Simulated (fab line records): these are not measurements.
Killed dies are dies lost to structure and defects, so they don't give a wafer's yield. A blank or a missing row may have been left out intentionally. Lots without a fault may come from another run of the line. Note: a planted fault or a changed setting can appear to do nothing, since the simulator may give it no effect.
Which tool was responsible? -- flow n5Finfet -- Sampling: 10 lots, 29 wafers, 5 of 1938 route steps

WHAT THE GAUGES SHOWED, per wafer
N5_BEOL_M4_RC_MEAS_101.
lot,measured,on,DIBL_N (mV/V),DIBL_P (mV/V),EOT_N,EOT_P,IGATE_N (nA/um),IGATE_P (nA/um),IOFF_N (nA/um),IOFF_N_85C (nA/um),IOFF_N_LIN (nA/um),IOFF_P (nA/um),IOFF_P_85C (nA/um),IOFF_P_LIN (nA/um),ION_N (uA/um),ION_P (uA/um),SS_N (mV/dec),SS_P (mV/dec),VT_N (mV),VT_N_LVT (mV),VT_P (mV),VT_P_LVT (mV)
L192,day 7 23:26,prober-01,36.5 38.0 36.2,35.3 38.2 35.1,10.53 10.59 10.50,10.41 10.47 10.48,0.0132 0.0119 0.0130,0.0040 0.0036 0.0039,0.142 0.173 0.145,2.8 3.3 2.8,0.067 0.080 0.068,0.179 0.216 0.173,3.2 3.8 3.2,0.087 0.099 0.087,670 682 679,466 468 460,71.4 71.7 71.7,73.5 74.4 73.0,250.7 249.5 250.8,100.4 98.3 101.0,-255 -250 -255,-102.7 -100.9 -103.3
L194,day 8 13:53,prober-01,36.4 34.7 35.3,38.0 36.5 36.5,10.57 10.74 10.62,10.47 10.55 10.54,0.0135 0.0104 0.0108,0.0040 0.0031 0.0032,0.166 0.136 0.143,3.2 2.7 2.8,0.080 0.067 0.071,0.235 0.211 0.214,4.0 3.7 3.7,0.112 0.104 0.106,695 672 683,483 472 473,71.1 71.5 71.5,73.5 72.5 73.6,247.1 252.0 250.8,94.7 98.6 96.9,-245 -249 -247,-92.4 -94.5 -93.3
L197,day 9 20:05,prober-02,36.4 36.0 35.3,37.0 36.6 35.7,10.46 10.58 10.48,10.30 10.60 10.45,0.0150 0.0111 0.0128,0.0046 0.0033 0.0039,0.143 0.149 0.133,2.9 2.9 2.7,0.069 0.070 0.066,0.221 0.216 0.206,3.8 3.7 3.5,0.105 0.102 0.098,673 683 667,474 469 469,71.0 70.9 70.8,73.9 72.8 72.8,252.4 248.6 250.6,101.6 100.9 101.6,-248 -252 -251,-98.3 -99.6 -99.8
L201,day 10 19:41,prober-01,37.0 37.7 36.6,36.2 36.5 34.9,10.52 10.58 10.66,10.49 10.51 10.61,0.0124 0.0123 0.0115,0.0038 0.0038 0.0035,0.134 0.139 0.134,2.7 2.7 2.6,0.063 0.064 0.062,0.190 0.178 0.172,3.3 3.2 3.1,0.092 0.087 0.087,681 664 663,463 456 460,71.4 71.0 70.8,73.1 72.9 73.1,250.9 251.3 252.4,101.8 102.3 101.7,-253 -252 -254,-101.5 -102.6 -103.1
L199,day 10 15:15,prober-02,36.6 36.2 36.5,36.8 37.2 36.4,10.57 10.66 10.45,10.65 10.65 10.47,0.0106 0.0092 0.0126,0.0032 0.0028 0.0039,0.179 0.175 0.178,3.4 3.3 3.4,0.082 0.081 0.082,0.247 0.250 0.242,4.2 4.3 4.2,0.116 0.116 0.116,688 684 692,478 467 470,71.8 71.8 71.5,73.4 74.1 73.8,246.2 246.8 245.6,97.9 96.8 96.6,-246 -247 -246,-95.9 -95.2 -96.0
L200,day 11 08:06,prober-01,33.8 36.5 33.9,35.6 38.3 35.4,10.67 10.56 10.56,10.56 10.49 10.48,0.0117 0.0114 0.0122,0.0037 0.0035 0.0038,0.144 0.198 0.141,2.8 3.7 2.8,0.066 0.085 0.066,0.198 0.240 0.193,3.5 4.1 3.4,0.098 0.112 0.096,680 682 673,462 465 463,70.4 71.9 71.2,72.0 73.4 72.9,250.6 247.1 251.9,99.1 95.2 100.6,-247 -248 -249,-97.8 -95.2 -97.7
L204,day 11 18:49,prober-02,37.9 49.4 35.5,37.7 51.8 34.0,10.47 14.84 10.60,10.40 14.79 10.49,0.0119 0.0001 0.0109,0.0036 0.0000 0.0032,0.183 0.530 0.139,3.5 8.5 2.8,0.081 0.240 0.066,0.200 0.581 0.154,3.5 8.6 2.8,0.090 0.253 0.075,669 636 666,446 429 448,72.2 73.5 70.5,74.2 76.9 72.4,247.5 234.4 249.5,94.5 80.5 95.4,-254 -239 -258,-100.2 -85.2 -101.9
L209,day 12 20:09,prober-01,47.9 49.1,51.0 53.5,14.93 14.93,14.82 14.97,0.0001 0.0001,0.0000 0.0000,0.496 0.562,8.1 9.1,0.225 0.251,0.536 0.660,8.1 9.7,0.246 0.290,635 637,427 434,74.7 74.8,76.1 76.4,239.5 236.1,83.3 81.3,-239 -238,-88.2 -84.9
L214,day 13 07:43,prober-02,35.4 34.4 36.7,33.3 33.6 35.4,10.45 10.36 10.45,10.40 10.38 10.36,0.0154 0.0150 0.0123,0.0047 0.0046 0.0038,0.125 0.127 0.148,2.6 2.5 2.9,0.060 0.063 0.070,0.197 0.199 0.233,3.5 3.6 4.0,0.095 0.098 0.108,661 671 662,459 469 463,71.2 70.7 71.7,73.2 73.0 73.4,252.5 251.0 249.6,103.6 102.6 101.4,-250 -249 -249,-101.0 -100.9 -99.1
L215,day 14 16:33,prober-02,35.3 34.2 36.9,35.8 35.1 38.2,10.62 10.53 10.59,10.47 10.41 10.62,0.0119 0.0135 0.0096,0.0036 0.0041 0.0029,0.152 0.135 0.194,3.0 2.7 3.7,0.074 0.068 0.090,0.208 0.202 0.246,3.7 3.6 4.2,0.103 0.099 0.115,679 671 687,467 462 473,72.3 71.0 71.9,73.2 72.5 73.0,248.8 247.0 243.7,97.1 98.1 94.2,-248 -249 -244,-95.5 -94.1 -94.2

N5_BEOL_M5_THK_MEAS_01.
lot,measured,on,M5_ILD_THK (nm)
L192,day 8 00:59,filmMetro-01,119.6 122.4 123.1
L194,day 8 15:16,filmMetro-01,120.6 122.2 121.0
L197,day 9 21:38,filmMetro-02,119.5 120.8 121.0
L201,day 10 21:04,filmMetro-01,120.0 122.7 121.5
L199,day 10 16:38,filmMetro-01,119.8 121.6 122.1
L200,day 11 09:38,filmMetro-01,119.4 122.0 121.7
L204,day 11 19:55,filmMetro-02,118.4 121.1 122.2
L209,day 12 21:49,filmMetro-02,120.0 121.3
L214,day 13 09:17,filmMetro-02,120.2 121.1 122.1
L215,day 14 17:56,filmMetro-02,118.4 117.4 118.4

WHAT TOOL EACH LOT RAN ON (gives the tool, then ch and the chambers of the sampled wafers, and finally the start)
lot,N5_DUMMY_REMOVAL_PRECLEAN_08,N5_BEOL_M4_ANNEAL_91,N5_BEOL_M5_CURE_79
L192,"remotePlasma-02 ch 1, day 4 03:55","pvdSputter-01, day 7 21:17","uvCure-02 ch 1, day 8 00:28"
L194,"remotePlasma-02 ch 1, day 4 14:40","pvdSputter-01, day 8 12:01","uvCure-01 ch 1, day 8 14:50"
L197,"remotePlasma-02 ch 1, day 5 13:58","pvdSputter-02, day 9 18:24","uvCure-02 ch 1, day 9 21:07"
L201,"remotePlasma-02 ch 1, day 6 10:01","pvdSputter-03, day 10 17:28","uvCure-02 ch 2, day 10 20:37"
L199,"remotePlasma-02 ch 0, day 6 12:08","pvdSputter-01, day 10 13:08","uvCure-03 ch 0, day 10 16:12"
L200,"remotePlasma-02 ch 1, day 6 15:40","pvdSputter-02, day 11 06:25","uvCure-03 ch 0, day 11 09:07"
L204,"remotePlasma-02 ch 0, day 7 00:22","pvdSputter-03, day 11 16:40","uvCure-01 ch 2, day 11 19:38"
L209,"remotePlasma-02 ch 1, day 8 05:59","pvdSputter-02, day 12 17:55","uvCure-03 ch 2, day 12 21:18"
L214,"remotePlasma-01 ch 0, day 9 15:43","pvdSputter-01, day 13 06:02","uvCure-01 ch 2, day 13 08:46"
L215,"remotePlasma-01 ch 1, day 10 00:08","pvdSputter-02, day 14 14:42","uvCure-02 ch 2, day 14 17:31"
- N5_DUMMY_REMOVAL_PRECLEAN_08: cleans in NF3:NH3, afs cycles 2, time 20 s, sublimation time 60 s.
- N5_BEOL_M4_ANNEAL_91: time 240 s.
- N5_BEOL_M5_CURE_79: cures SiCOH lowk, time 240 s.

AS READ BY THE TOOLS THEMSELVES (means over the sampled wafers that have a number; for cases with no such wafer, the mark the record gives instead)
N5_BEOL_M4_ANNEAL_91.
lot,tool,heaterPowerW (W)
L192,pvdSputter-01,829
L194,pvdSputter-01,821
L197,pvdSputter-02,787
L201,pvdSputter-03,850
L199,pvdSputter-01,786
L200,pvdSputter-02,760
L204,pvdSputter-03,812
L209,pvdSputter-02,818
L214,pvdSputter-01,846
L215,pvdSputter-02,810

N5_BEOL_M5_CURE_79.
lot,tool,lampPowerPct (%),wafer_temp_C_max
L192,uvCure-02,52.31,386.0
L194,uvCure-01,52.33,387.2
L197,uvCure-02,52.35,386.4
L201,uvCure-02,52.35,386.9
L199,uvCure-03,52.29,386.8
L200,uvCure-03,52.30,386.4
L204,uvCure-01,52.28,386.2
L209,uvCure-03,52.31,386.6
L214,uvCure-01,52.33,386.3
L215,uvCure-02,52.30,386.5

THE ANSWER, worked out from the rows above alone
Rule: the usual values come from the lots themselves. The widest of any qualifying gaps counts: lots, ordered by their means at a reading, are off when they make up no more than a third of the lots, leave a main group of 4 or more, and stand apart from it by 3 or more times the standard deviation of that group's means. The tables above print the reading to a certain number of digits; a main group whose means all agree to those digits is not used. Also off: a lot with no number at a reading for which 4 or more lots have one. Any other lot the step has rows for is counted as sound. The gauges are gone through in route order, then the tools' own readings, and for those a lot's mean is taken as printed above. At the first step where some lot is off, the reading lying furthest off is the one used; lots without a number count as furthest.
Off: L204, L209, at N5_BEOL_M4_RC_MEAS_101 (EOT_P). For the main group the mean is 10.49 and the standard deviation 0.06.
If a tool, at a process step before that reading, ran all the lots that are off and no sound lot after the first of them, it fits. Those tools and the gauges at N5_BEOL_M4_RC_MEAS_101 are tried in the same way. One candidate fits, namely remotePlasma-02 at N5_DUMMY_REMOVAL_PRECLEAN_08. Its last sound lot is L200 (day 6 15:40), its first lot that is off L204 (day 7 00:22): a fault that began between those two fits.

WHAT THE SIMULATOR PUT IN
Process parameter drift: remotePlasma-02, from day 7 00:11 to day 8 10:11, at N5_DUMMY_REMOVAL_PRECLEAN_08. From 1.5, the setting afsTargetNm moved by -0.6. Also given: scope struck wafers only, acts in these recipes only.
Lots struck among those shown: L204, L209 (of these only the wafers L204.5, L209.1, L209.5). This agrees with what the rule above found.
